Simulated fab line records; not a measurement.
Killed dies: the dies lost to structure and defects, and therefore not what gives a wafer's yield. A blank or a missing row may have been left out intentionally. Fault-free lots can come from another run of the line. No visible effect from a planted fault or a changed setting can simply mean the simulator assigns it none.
The tool behind it: which one? + flow nandHarc + 24 lots with 72 wafers sampled at 5 steps, on a route of 1302 steps

## WHAT EACH GAUGE READ, for each wafer
NHARC_P_BONDPAD_CD_MEAS_13.
| lot  | measured     | on       | cdNm (nm)         |
|------|--------------|----------|-------------------|
| L074 | day 7 00:00  | cdSem-01 | 498.4 497.6 496.6 |
| L075 | day 7 05:28  | cdSem-01 | 501.9 501.0 500.0 |
| L076 | day 7 15:19  | cdSem-01 | 499.7 501.3 499.7 |
| L077 | day 7 21:11  | cdSem-01 | 496.9 499.2 500.5 |
| L078 | day 8 07:23  | cdSem-01 | 503.9 498.5 499.3 |
| L079 | day 9 08:25  | cdSem-01 | 500.6 498.3 501.0 |
| L080 | day 9 20:25  | cdSem-01 | 498.7 495.9 496.1 |
| L081 | day 10 02:34 | cdSem-01 | 500.4 498.2 500.1 |
| L082 | day 10 05:34 | cdSem-01 | 500.7 503.5 500.9 |
| L084 | day 10 17:46 | cdSem-03 | 496.7 502.0 502.2 |
| L083 | day 10 19:27 | cdSem-03 | 497.0 501.1 500.6 |
| L085 | day 11 11:54 | cdSem-02 | 495.3 498.0 500.6 |
| L086 | day 11 18:56 | cdSem-02 | 495.5 496.9 496.6 |
| L087 | day 11 20:44 | cdSem-02 | 500.0 500.9 499.6 |
| L088 | day 12 20:27 | cdSem-02 | 496.4 499.5 497.8 |
| L089 | day 13 01:56 | cdSem-03 | 496.4 496.1 498.2 |
| L090 | day 13 13:50 | cdSem-01 | 498.9 497.5 496.7 |
| L091 | day 13 14:24 | cdSem-01 | 500.3 499.7 498.0 |
| L092 | day 14 02:26 | cdSem-02 | 497.0 497.5 498.3 |
| L093 | day 14 19:19 | cdSem-02 | 500.2 499.5 498.5 |
| L094 | day 14 23:32 | cdSem-02 | 503.2 503.6 503.4 |
| L095 | day 15 17:28 | cdSem-01 | 497.4 497.3 496.9 |
| L096 | day 15 19:05 | cdSem-01 | 496.6 493.1 496.2 |
| L097 | day 16 02:48 | cdSem-02 | 496.5 495.9 497.8 |

NHARC_A_ZERO_WELL_CD_MEAS_10: the cd target is 2000 nm.
| lot  | measured     | on       | cdNm (nm)            |
|------|--------------|----------|----------------------|
| L074 | day 7 03:38  | cdSem-01 | 2001.8 2000.2 2002.1 |
| L075 | day 7 09:19  | cdSem-01 | 2002.6 2001.5 1998.9 |
| L076 | day 7 18:52  | cdSem-03 | 2000.0 1998.3 1999.6 |
| L077 | day 8 00:44  | cdSem-01 | 1999.1 2000.8 1999.3 |
| L078 | day 8 10:55  | cdSem-03 | 1998.5 1996.6 1998.9 |
| L079 | day 9 11:57  | cdSem-03 | 2000.7 2001.7 2001.3 |
| L080 | day 9 23:52  | cdSem-01 | 1999.3 1998.2 1998.3 |
| L081 | day 10 06:01 | cdSem-03 | 1999.2 1999.1 1998.1 |
| L082 | day 10 09:07 | cdSem-01 | 2000.4 2001.8 2001.3 |
| L084 | day 10 21:18 | cdSem-03 | 1999.8 1999.3 1997.6 |
| L083 | day 10 23:00 | cdSem-01 | 1999.0 1999.5 1999.2 |
| L085 | day 11 15:46 | cdSem-02 | 1998.7 1998.2 1999.6 |
| L086 | day 11 22:30 | cdSem-02 | 1998.6 1999.1 1998.6 |
| L087 | day 12 00:17 | cdSem-02 | 1999.3 2000.1 1996.7 |
| L088 | day 13 00:02 | cdSem-03 | 2001.1 2000.0 2001.9 |
| L089 | day 13 05:31 | cdSem-03 | 2000.9 2001.2 1999.8 |
| L090 | day 13 17:16 | cdSem-01 | 2003.0 2003.2 2001.0 |
| L091 | day 13 17:52 | cdSem-01 | 2000.7 2002.4 2004.3 |
| L092 | day 14 06:01 | cdSem-01 | 1998.5 1998.9 1998.7 |
| L093 | day 14 22:52 | cdSem-01 | 2000.8 2000.3 1999.9 |
| L094 | day 15 03:05 | cdSem-02 | 1999.2 1998.6 2001.8 |
| L095 | day 15 21:01 | cdSem-03 | 1999.4 1999.9 2000.5 |
| L096 | day 15 22:43 | cdSem-03 | 2001.1 2000.7 2002.2 |
| L097 | day 16 06:13 | cdSem-01 | 2001.5 2000.7 2002.3 |

NHARC_A_ONON_D1_THK_MEAS_05: measures by ellipsometry.
| lot  | measured     | on           | thkNm (nm)     |
|------|--------------|--------------|----------------|
| L074 | day 8 04:02  | filmMetro-02 | 1009 1010 1008 |
| L075 | day 8 08:34  | filmMetro-02 | 980 979 980    |
| L076 | day 8 18:08  | filmMetro-02 | 1006 1005 1005 |
| L077 | day 9 00:36  | filmMetro-01 | 988 988 987    |
| L078 | day 9 12:56  | filmMetro-01 | 987 988 988    |
| L079 | day 10 10:41 | filmMetro-02 | 986 986 985    |
| L080 | day 10 23:20 | filmMetro-01 | 1005 1004 1005 |
| L081 | day 11 05:32 | filmMetro-01 | 1006 1004 1005 |
| L082 | day 11 09:05 | filmMetro-02 | 1010 1009 1012 |
| L084 | day 11 20:47 | filmMetro-01 | 989 988 991    |
| L083 | day 11 20:39 | filmMetro-02 | 986 986 988    |
| L085 | day 12 14:22 | filmMetro-02 | 1007 1008 1006 |
| L086 | day 12 22:12 | filmMetro-01 | 990 990 989    |
| L087 | day 12 22:12 | filmMetro-02 | 1001 999 1001  |
| L088 | day 14 02:13 | filmMetro-01 | 985 985 982    |
| L089 | day 14 08:50 | filmMetro-01 | 1013 1012 1012 |
| L090 | day 14 18:20 | filmMetro-02 | 1003 1002 1005 |
| L091 | day 14 18:21 | filmMetro-01 | 997 996 995    |
| L092 | day 15 04:23 | filmMetro-02 | 1007 1005 1005 |
| L093 | day 16 00:10 | filmMetro-02 | 1004 1005 1004 |
| L094 | day 16 00:09 | filmMetro-01 | 1010 1010 1010 |
| L095 | day 16 19:47 | filmMetro-01 | 1006 1005 1004 |
| L096 | day 16 19:25 | filmMetro-01 | 988 986 988    |
| L097 | day 17 05:52 | filmMetro-01 | 999 999 1000   |

## EACH LOT AND THE TOOL THAT RAN IT (in order: tool; ch and the chambers of the sampled wafers; start)
| lot  | NHARC_P_BONDPAD_ACTIVATE_29       | NHARC_A_ZERO_WELL_RTA_16        |
|------|-----------------------------------|---------------------------------|
| L074 | rieDiel-07 ch 1,2,3, day 7 02:25  | rtpAnneal-02 ch 0, day 7 04:56  |
| L075 | rieDiel-07 ch 0,1,2, day 7 08:07  | rtpAnneal-01 ch 0, day 7 10:38  |
| L076 | rieDiel-01 ch 2,3, day 7 17:37    | rtpAnneal-02 ch 0, day 7 20:12  |
| L077 | rieDiel-01 ch 0,2,3, day 7 23:31  | rtpAnneal-01 ch 0, day 8 02:00  |
| L078 | rieDiel-01 ch 0,1,3, day 8 09:41  | rtpAnneal-02 ch 0, day 8 12:11  |
| L079 | rieDiel-06 ch 1,2, day 9 10:43    | rtpAnneal-02 ch 0, day 9 13:16  |
| L080 | rieDiel-01 ch 0,1,3, day 9 22:44  | rtpAnneal-01 ch 0, day 10 01:10 |
| L081 | rieDiel-01 ch 0,1,3, day 10 04:54 | rtpAnneal-02 ch 0, day 10 07:16 |
| L082 | rieDiel-01 ch 0,1,2, day 10 07:54 | rtpAnneal-01 ch 0, day 10 10:23 |
| L084 | rieDiel-07 ch 2,3, day 10 20:02   | rtpAnneal-01 ch 0, day 10 22:35 |
| L083 | rieDiel-01 ch 0,2,3, day 10 21:44 | rtpAnneal-01 ch 0, day 11 00:19 |
| L085 | rieDiel-07 ch 0,1,2, day 11 14:31 | rtpAnneal-01 ch 0, day 11 17:04 |
| L086 | rieDiel-07 ch 0,2,3, day 11 21:16 | rtpAnneal-02 ch 0, day 12 00:20 |
| L087 | rieDiel-01 ch 0,1, day 11 23:04   | rtpAnneal-02 ch 0, day 12 01:34 |
| L088 | rieDiel-01 ch 1,2, day 12 22:47   | rtpAnneal-01 ch 0, day 13 01:22 |
| L089 | rieDiel-07 ch 2,3, day 13 04:16   | rtpAnneal-01 ch 0, day 13 06:50 |
| L090 | rieDiel-01 ch 1,2, day 13 16:08   | rtpAnneal-01 ch 0, day 13 18:39 |
| L091 | rieDiel-06 ch 0,2,3, day 13 16:43 | rtpAnneal-01 ch 0, day 13 19:07 |
| L092 | rieDiel-01 ch 1,2,3, day 14 04:47 | rtpAnneal-01 ch 0, day 14 07:16 |
| L093 | rieDiel-07 ch 0,2,3, day 14 21:45 | rtpAnneal-01 ch 0, day 15 00:10 |
| L094 | rieDiel-07 ch 1,3, day 15 01:51   | rtpAnneal-02 ch 0, day 15 04:23 |
| L095 | rieDiel-07 ch 0,1,2, day 15 19:47 | rtpAnneal-02 ch 0, day 15 22:17 |
| L096 | rieDiel-06 ch 1,2, day 15 21:24   | rtpAnneal-02 ch 0, day 16 00:04 |
| L097 | rieDiel-01 ch 0,2,3, day 16 05:05 | rtpAnneal-01 ch 0, day 16 07:34 |
- NHARC_P_BONDPAD_ACTIVATE_29: chemistry N2, time 60 s.
- NHARC_A_ZERO_WELL_RTA_16: time 10 s.

## AS READ BY THE TOOLS THEMSELVES (means over the sampled wafers that have a number; for cases with no such wafer, the mark the record gives instead)
NHARC_P_BONDPAD_ACTIVATE_29.
| lot  | tool       | drypumpMotorCurrentA (A) | oesProductAu (a.u.) | rfVppV (V) | showerheadPlenumPTorr (Torr) |
|------|------------|--------------------------|---------------------|------------|------------------------------|
| L074 | rieDiel-07 | 6.2                      | 0.993               | 64.2       | 1.76                         |
| L075 | rieDiel-07 | 5.9                      | 0.999               | 64.1       | 1.73                         |
| L076 | rieDiel-01 | 6.0                      | 0.994               | 63.5       | 1.73                         |
| L077 | rieDiel-01 | 6.1                      | 1.001               | 64.2       | 1.74                         |
| L078 | rieDiel-01 | 5.8                      | 0.998               | 63.6       | 1.78                         |
| L079 | rieDiel-06 | 6.0                      | 1.009               | 62.9       | 1.68                         |
| L080 | rieDiel-01 | 5.8                      | 1.008               | 63.9       | 1.78                         |
| L081 | rieDiel-01 | 5.8                      | 0.997               | 64.0       | 1.78                         |
| L082 | rieDiel-01 | 5.9                      | 0.996               | 64.4       | 1.74                         |
| L084 | rieDiel-07 | 6.2                      | 1.000               | 63.8       | 1.78                         |
| L083 | rieDiel-01 | 6.1                      | 0.994               | 63.2       | 1.73                         |
| L085 | rieDiel-07 | 5.9                      | 0.999               | 63.5       | 1.73                         |
| L086 | rieDiel-07 | 6.1                      | 0.997               | 64.0       | 1.76                         |
| L087 | rieDiel-01 | 5.7                      | 0.998               | 64.5       | 1.79                         |
| L088 | rieDiel-01 | 5.5                      | 0.994               | 64.1       | 1.73                         |
| L089 | rieDiel-07 | 6.2                      | 0.996               | 64.0       | 1.78                         |
| L090 | rieDiel-01 | 5.5                      | 0.998               | 63.7       | 1.73                         |
| L091 | rieDiel-06 | 6.1                      | 1.006               | 63.3       | 1.68                         |
| L092 | rieDiel-01 | 5.7                      | 1.001               | 63.1       | 1.73                         |
| L093 | rieDiel-07 | 6.1                      | 0.999               | 64.4       | 1.76                         |
| L094 | rieDiel-07 | 6.0                      | 0.997               | 63.5       | 1.73                         |
| L095 | rieDiel-07 | 5.9                      | 0.991               | 63.7       | 1.73                         |
| L096 | rieDiel-06 | 5.8                      | 1.014               | 63.5       | 1.71                         |
| L097 | rieDiel-01 | 6.0                      | 1.000               | 64.6       | 1.73                         |

NHARC_A_ZERO_WELL_RTA_16.
| lot  | tool         | lampPowerPct (%) | lamp_zone_3_pct (%) | lamp_zone_4_pct (%) | wafer_temp_C_max |
|------|--------------|------------------|---------------------|---------------------|------------------|
| L074 | rtpAnneal-02 | 24               | 24                  | 24                  | 1003.6           |
| L075 | rtpAnneal-01 | 34               | 34                  | 34                  | 1005.5           |
| L076 | rtpAnneal-02 | 24               | 24                  | 24                  | 1003.4           |
| L077 | rtpAnneal-01 | 34               | 34                  | 34                  | 1004.8           |
| L078 | rtpAnneal-02 | 24               | 24                  | 24                  | 1003.0           |
| L079 | rtpAnneal-02 | 24               | 24                  | 24                  | 1002.7           |
| L080 | rtpAnneal-01 | 34               | 34                  | 34                  | 1005.1           |
| L081 | rtpAnneal-02 | 24               | 24                  | 24                  | 1003.7           |
| L082 | rtpAnneal-01 | 34               | 34                  | 34                  | 1004.3           |
| L084 | rtpAnneal-01 | 34               | 34                  | 34                  | 1005.9           |
| L083 | rtpAnneal-01 | 34               | 34                  | 34                  | 1004.9           |
| L085 | rtpAnneal-01 | 34               | 34                  | 34                  | 1005.5           |
| L086 | rtpAnneal-02 | 24               | 24                  | 24                  | 1003.5           |
| L087 | rtpAnneal-02 | 24               | 24                  | 24                  | 1003.3           |
| L088 | rtpAnneal-01 | 34               | 34                  | 34                  | 1005.4           |
| L089 | rtpAnneal-01 | 34               | 34                  | 34                  | 1004.5           |
| L090 | rtpAnneal-01 | 34               | 34                  | 34                  | 1005.4           |
| L091 | rtpAnneal-01 | 34               | 34                  | 34                  | 1006.1           |
| L092 | rtpAnneal-01 | 34               | 34                  | 34                  | 1005.4           |
| L093 | rtpAnneal-01 | 34               | 34                  | 34                  | 1006.1           |
| L094 | rtpAnneal-02 | 24               | 24                  | 24                  | 1002.5           |
| L095 | rtpAnneal-02 | 24               | 24                  | 24                  | 1003.7           |
| L096 | rtpAnneal-02 | 24               | 24                  | 24                  | 1003.6           |
| L097 | rtpAnneal-01 | 34               | 34                  | 34                  | 1004.2           |

## THE ANSWER, worked out from the rows above alone
Rule: what is usual is taken from the lots themselves. Put in order of their means at a reading, lots are off if they are a third of the lots or fewer, leave a main group of 4 or more, and stand apart from it by a gap of 3 or more times the standard deviation of the main group's means; of several such gaps the widest counts. Not used: any main group whose means are identical at the precision the tables above print for the reading. A lot without any number at a reading at which 4 lots or more have one is off too. All remaining lots with rows at the step are treated as sound. The gauges are gone through in route order, then the tools' own readings, and for those a lot's mean is taken as printed above. The first step at which some lot is off is used, and at that step the reading that is off furthest; a lot without a number counts as furthest.
No lot is off on any of the readings shown, so nothing can be concluded from this.

## WHAT HAD BEEN PUT IN BY THE SIMULATOR
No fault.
